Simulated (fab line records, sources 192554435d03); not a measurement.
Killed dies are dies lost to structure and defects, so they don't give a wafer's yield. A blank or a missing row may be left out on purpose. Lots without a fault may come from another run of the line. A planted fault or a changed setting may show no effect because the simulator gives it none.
Split-lot experiment | flow n5_finfet | 7 lots, 21 wafers read, on a route of 1938 steps

THE SPLIT
At N5_SD_EPI_N_PEB_07 (peb time 60 s), the setting peb_temp_c was moved away from the recipe's 110 C on 8 of the 21 wafers read, by -1.5% to +2.9%. The other wafers ran this setting at the recipe's value.

FROM THE SPLIT TO THE READING: what the file shows between them, 1 step
- N5_SD_EPI_N_DEVELOP_08: develop time 30 s

THE READING
cd_nm, in nm, at N5_SD_EPI_N_CD_MEAS_09 (target cd 120 nm). Fault-free wafers of this fab line usually give 120.1 nm, standard deviation 0.49 nm.

wafer  | tool, chamber at the split | peb_temp_c as run, C | against the recipe | cd_nm, nm | against lot-mates on the recipe
L075.1 | litho_track-03, 0          | 110                  | recipe             | 119.7     | -
L075.2 | litho_track-03, 0          | 110                  | recipe             | 119.3     | -
L075.4 | litho_track-03, 0          | 110                  | recipe             | 120.5     | -
L084.4 | litho_track-01, 0          | 110                  | recipe             | 119.7     | -
L084.5 | litho_track-01, 0          | 110                  | recipe             | 119.4     | -
L084.6 | litho_track-01, 0          | 110                  | recipe             | 120.3     | -
L085.1 | litho_track-04, 0          | 108.3                | -1.5%              | 114.7     | no lot-mate on the recipe
L085.3 | litho_track-04, 0          | 108.3                | -1.5%              | 115.6     | no lot-mate on the recipe
L085.4 | litho_track-04, 0          | 108.3                | -1.5%              | 114.9     | no lot-mate on the recipe
L089.1 | litho_track-04, 0          | 110                  | recipe             | 120.1     | -
L089.4 | litho_track-04, 0          | 110                  | recipe             | 119.5     | -
L089.5 | litho_track-04, 0          | 110                  | recipe             | 119.6     | -
L090.1 | litho_track-01, 0          | 110                  | recipe             | 120.1     | -
L090.2 | litho_track-01, 0          | 108.8                | -1.1%              | 117.4     | -2.5
L090.3 | litho_track-01, 0          | 110                  | recipe             | 119.7     | -
L091.1 | litho_track-01, 0          | 110                  | recipe             | 120.8     | -
L091.2 | litho_track-01, 0          | 111.7                | +1.5%              | 123.3     | +2.5
L091.6 | litho_track-01, 0          | 111.7                | +1.5%              | 124.3     | +3.5
L097.2 | litho_track-01, 0          | 113.2                | +2.9%              | 127.6     | +8.0
L097.3 | litho_track-01, 0          | 113.2                | +2.9%              | 127.9     | +8.3
L097.4 | litho_track-01, 0          | 110                  | recipe             | 119.6     | -

THE FIT
A straight line over all 21 wafers: cd_nm changes by +2.77 nm for each +1% of peb_temp_c; r = +0.99; the points scatter about the line by 0.5 nm.
The same after taking each lot's own level away (the mean of its wafers on the recipe; 18 wafers): +2.61 nm for each +1%; r = +0.98; scatter 0.55 nm.
On that fit, the largest move of peb_temp_c shifts the reading by 7.6 nm.
The lots' own levels span 119.60 to 120.80 nm, that is 2.4 times the standard deviation above.
So the lot-to-lot level changes the slope little: the two slopes agree.
Check: with one of the wafers moved furthest among these (+2.9%) left out of the fit, the line predicts +7.29 nm for it against its lot-mates. It came out at +8 nm against them.

OTHER SPLITS ON THESE WAFERS
These wafers also went through other splits before the reading. Each is held against what the fit with the lots' levels taken away leaves over:
other split on the same wafers | wafers away from the commonest value | r with cd_nm (lot level and that fit taken away)
N5_DUMMY_GATE_DESCUM_20 time_s | 5                                    | -0.05
N5_SD_EPI_N_COAT_03 spin_rpm   | 12                                   | -0.06

THE WHOLE CHAIN: every reading that the file lists as answering this split, in the file's order
step                   | what it does                                           | reading                                                         | change (the file's fit)              | r (the file's)
N5_SD_EPI_N_CD_MEAS_09 | target cd 120 nm                                       | cd_nm                                                           | +2.58 nm for each +1% of the setting | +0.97
N5_SD_EPI_N_DESCUM_14  | chemistry O2, time 7.9 s                               | SD_EPI_N.cd_nm (the simulator's own value, which no gauge read) | +2.72 nm for each +1% of the setting | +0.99
N5_SD_EPI_N_ETCH_34    | etches SiARC in CF4, target depth 45.5 nm, time 75.8 s | SD_EPI_N.cd_nm (the simulator's own value, which no gauge read) | +2.75 nm for each +1% of the setting | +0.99
N5_SD_EPI_N_ETCH_35    | etches SOC in N2/H2, overetch 108 nm, time 486 s       | SD_EPI_N.cd_nm (the simulator's own value, which no gauge read) | +3.04 nm for each +1% of the setting | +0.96
N5_SD_EPI_N_ETCH_45    | etches SiOCN in CH3F/O2, target depth 6 nm             | SD_EPI_N.cd_nm (the simulator's own value, which no gauge read) | +3.08 nm for each +1% of the setting | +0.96

THE FILE'S OWN FIT
cd_nm changes by +2.58 nm for each +1% of peb_temp_c, r = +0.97.
